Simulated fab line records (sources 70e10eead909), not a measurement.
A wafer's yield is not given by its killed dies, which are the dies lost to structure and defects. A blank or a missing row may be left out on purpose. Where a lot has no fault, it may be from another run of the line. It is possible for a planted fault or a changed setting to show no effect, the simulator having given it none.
Matching of chambers ; flow nand harc ; rie diel-07 running NHARC_P_BONDPAD_ACTIVATE_29: 4 sister chambers
The step chemistry N2, time 60 s. 4 wafers are shown with their chamber, then 12 later ones without.

EACH WAFER AND ITS CHAMBER
wafer;chamber;drypump motor current A (A)
L087.3;0;6.3
L087.5;3;5.3
L085.3;2;5.4
L085.5;1;4.9

WAFERS WITHOUT THEIR CHAMBER
wafer;drypump motor current A (A)
L093.1;5.4
L093.3;6.3
L093.5;5.4
L094.2;5.0
L094.4;6.3
L094.6;5.4
L097.1;5.3
L097.2;5.3
L097.5;5.0
L096.3;5.3
L096.4;4.9
L096.5;6.3

WHICH CHAMBER EACH WENT THROUGH
wafer;from the rows above;in truth
L093.1;2;2
L093.3;0;0
L093.5;2;2
L094.2;1;1
L094.4;0;0
L094.6;2;2
L097.1;3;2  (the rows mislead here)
L097.2;3;3
L097.5;1;1
L096.3;3;3
L096.4;1;1
L096.5;0;0
Placed correctly: 11 of 12. Left unplaced by these rows: 0. Placed wrongly: 1.
How it was worked out, from the rows above alone: a wafer's distance from a chamber is the root of the sum, over the readings, of the square of ((its reading less the chamber's mean) divided by the reading's scatter). The wafer belongs to the nearest chamber; if the next one is less than 2 further off, it can't be placed. Each chamber's mean is taken over the wafers shown for it. The scatter (one wafer shown for each chamber): square how far every hidden wafer sits from the nearest shown wafer, average those squares and take the square root.
